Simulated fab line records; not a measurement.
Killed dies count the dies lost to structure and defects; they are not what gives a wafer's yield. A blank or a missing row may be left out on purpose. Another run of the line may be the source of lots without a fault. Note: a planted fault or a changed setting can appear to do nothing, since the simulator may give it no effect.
Chamber matching || flow n5_finfet || N5_BEOL_M11_DEP_56 on pecvd-02: 3 sister chambers
The step deposits SiCN from 3MS/NH3, target thk 30 nm, time 10.5 s. 6 wafers are shown with their chamber, then 12 later ones without.

WAFERS WITH THEIR CHAMBER
{"wafer": "L089.4", "chamber": 1, "showerhead_plenum_p_Torr (Torr)": 4.201, "throttle_valve_pct (%)": 18.7}
{"wafer": "L089.5", "chamber": 2, "showerhead_plenum_p_Torr (Torr)": 4.122, "throttle_valve_pct (%)": 17.9}
{"wafer": "L089.6", "chamber": 0, "showerhead_plenum_p_Torr (Torr)": 4.143, "throttle_valve_pct (%)": 18.8}
{"wafer": "L088.1", "chamber": 2, "showerhead_plenum_p_Torr (Torr)": 4.132, "throttle_valve_pct (%)": 17.8}
{"wafer": "L088.3", "chamber": 0, "showerhead_plenum_p_Torr (Torr)": 4.138, "throttle_valve_pct (%)": 19.0}
{"wafer": "L088.5", "chamber": 1, "showerhead_plenum_p_Torr (Torr)": 4.189, "throttle_valve_pct (%)": 18.9}

WAFERS WHOSE CHAMBER IS MISSING
{"wafer": "L091.2", "showerhead_plenum_p_Torr (Torr)": 4.136, "throttle_valve_pct (%)": 18.0}
{"wafer": "L091.3", "showerhead_plenum_p_Torr (Torr)": 4.194, "throttle_valve_pct (%)": 18.8}
{"wafer": "L091.4", "showerhead_plenum_p_Torr (Torr)": 4.145, "throttle_valve_pct (%)": 18.9}
{"wafer": "L093.2", "showerhead_plenum_p_Torr (Torr)": 4.137, "throttle_valve_pct (%)": 18.5}
{"wafer": "L093.4", "showerhead_plenum_p_Torr (Torr)": 4.148, "throttle_valve_pct (%)": 18.9}
{"wafer": "L093.5", "showerhead_plenum_p_Torr (Torr)": 4.120, "throttle_valve_pct (%)": 17.9}
{"wafer": "L096.1", "showerhead_plenum_p_Torr (Torr)": 4.156, "throttle_valve_pct (%)": 18.9}
{"wafer": "L096.3", "showerhead_plenum_p_Torr (Torr)": 4.201, "throttle_valve_pct (%)": 18.8}
{"wafer": "L096.4", "showerhead_plenum_p_Torr (Torr)": 4.118, "throttle_valve_pct (%)": 18.1}
{"wafer": "L097.2", "showerhead_plenum_p_Torr (Torr)": 4.156, "throttle_valve_pct (%)": 18.9}
{"wafer": "L097.5", "showerhead_plenum_p_Torr (Torr)": 4.201, "throttle_valve_pct (%)": 19.1}
{"wafer": "L097.6", "showerhead_plenum_p_Torr (Torr)": 4.123, "throttle_valve_pct (%)": 18.1}

WHICH CHAMBER EACH WENT THROUGH
{"wafer": "L091.2", "from the rows above": 2, "in truth": 2}
{"wafer": "L091.3", "from the rows above": 1, "in truth": 1}
{"wafer": "L091.4", "from the rows above": 0, "in truth": 0}
{"wafer": "L093.2", "from the rows above": 0, "in truth": 0}
{"wafer": "L093.4", "from the rows above": 0, "in truth": 0}
{"wafer": "L093.5", "from the rows above": 2, "in truth": 2}
{"wafer": "L096.1", "from the rows above": 0, "in truth": 0}
{"wafer": "L096.3", "from the rows above": 1, "in truth": 1}
{"wafer": "L096.4", "from the rows above": 2, "in truth": 2}
{"wafer": "L097.2", "from the rows above": 0, "in truth": 0}
{"wafer": "L097.5", "from the rows above": 1, "in truth": 1}
{"wafer": "L097.6", "from the rows above": 2, "in truth": 2}
12 of 12 placed correctly. Number that these rows cannot place: 0. Number placed wrongly: 0.
How it was worked out, from the rows above alone: a wafer's distance from a chamber is the root of the sum, over the readings, of the square of ((its reading less the chamber's mean) divided by the reading's scatter). The wafer belongs to the nearest chamber; if the next one is less than 2 further off, it can't be placed. Each chamber's mean is taken over the wafers shown for it. The scatter: take each reading less its chamber's mean, square it, sum over the shown wafers, divide by the number of wafers less the number of chambers, and take the root.
